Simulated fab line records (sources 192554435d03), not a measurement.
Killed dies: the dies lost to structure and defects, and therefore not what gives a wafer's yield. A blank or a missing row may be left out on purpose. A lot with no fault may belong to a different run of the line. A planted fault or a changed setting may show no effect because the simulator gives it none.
8D (eight disciplines) problem report, filled in by code	flow n5 finfet	the parts of the form that need people (team, actions taken, sign-off) are left out

== 1. PROBLEM STATEMENT ==
Mean M11_OVL at N5_BEOL_M11_OVL_MEAS_12: 12.1 nm over 6 wafers in 2 lots; fault-free wafers: 0.2 nm, standard deviation 0.83. That puts it +14 standard deviations away from the usual mean.
The first sign was on wafer L841.1 at day 15 05:55, on overlay-02. Wafers with a number at this step in the record: 33, from 11 lots. The rule behind "out" and "out of limits": a value lying over 4 standard deviations away from the usual mean. All remaining wafers that have a number are taken as sound.

== 2. WHAT IT IS, AND WHAT IT ISN'T ==
question	is	is not
which readings at this step	M11_OVL	-
which lots	L841, L843	L823, L824, L825, L826, L827, L829, L832, L833, L845
which wafers of those lots	all that have a number	-
read on which gauges	overlay-02	overlay-01
when	from day 15 05:55	up to then (24 sound wafers); but 3 sound wafers of L845 came after

== 3. SUSPECTS, AND WHAT RULES EACH OUT ==
Counting: a tool at a process step up to the reading stays a suspect if it ran every lot that is out and no sound lot after the first of them.
- the gauge at N5_BEOL_M11_OVL_MEAS_12: kept. All the wafers that are out were read on overlay-02, and no step on other tools shows them out.
- pvd sputter-01 at N5_BEOL_M10_SPUTTER_48 (material Cu, target thk 12 nm, time 2 s): kept. All lots that are out passed through it, beginning with L841 at day 15 01:23, and no sound lot followed; its final sound lot before that point was L833 at day 13 01:02.
- arfi scanner-01 at N5_BEOL_M11_EXPOSE_08 (exposes mask M11): kept. All lots that are out passed through it, beginning with L841 at day 15 05:46, and no sound lot followed; its final sound lot before that point was L833 at day 13 03:50.
After the count, these remain: pvd sputter-01 at N5_BEOL_M10_SPUTTER_48, arfi scanner-01 at N5_BEOL_M11_EXPOSE_08 and overlay-02 at N5_BEOL_M11_OVL_MEAS_12.

== 4. THE CAUSE (what the simulator had put in) ==
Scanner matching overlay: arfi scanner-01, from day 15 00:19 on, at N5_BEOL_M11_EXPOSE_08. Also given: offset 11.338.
Counting leaves 3 suspects; this tool is one of them.

== 5. THE CHAIN OF EFFECTS, in route order ==
Each row: a reading whose mean over the struck wafers that have a number lies more than 3 standard deviations from the usual. Scope: only readings with a usual standard deviation given in the record; hours: median across lots of the time from each lot's start at the first step in this table that gives one to its start at this step; sigmas: change in usual standard deviations.
hours	step	reading	usual	on struck wafers	change	sigmas
0	N5_BEOL_M11_OVL_MEAS_12	M11_OVL	0.2 nm	12.1	+11.9	+14

== 6. WHAT WOULD HAVE CAUGHT IT SOONER ==
In this record the first reading out of limits at a measuring or inspecting step was taken at day 15 05:55, 6 hours after the fault began at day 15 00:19.
Tool readings at N5_BEOL_M11_EXPOSE_08 with a usual standard deviation given in the record: none out on any struck wafer, hence no alarm at a limit of 4 standard deviations on them.
Lots out: 2; of these, L843 started N5_BEOL_M11_EXPOSE_08 on arfi scanner-01 after day 15 05:55. A hold on the tool at that time would have spared it.
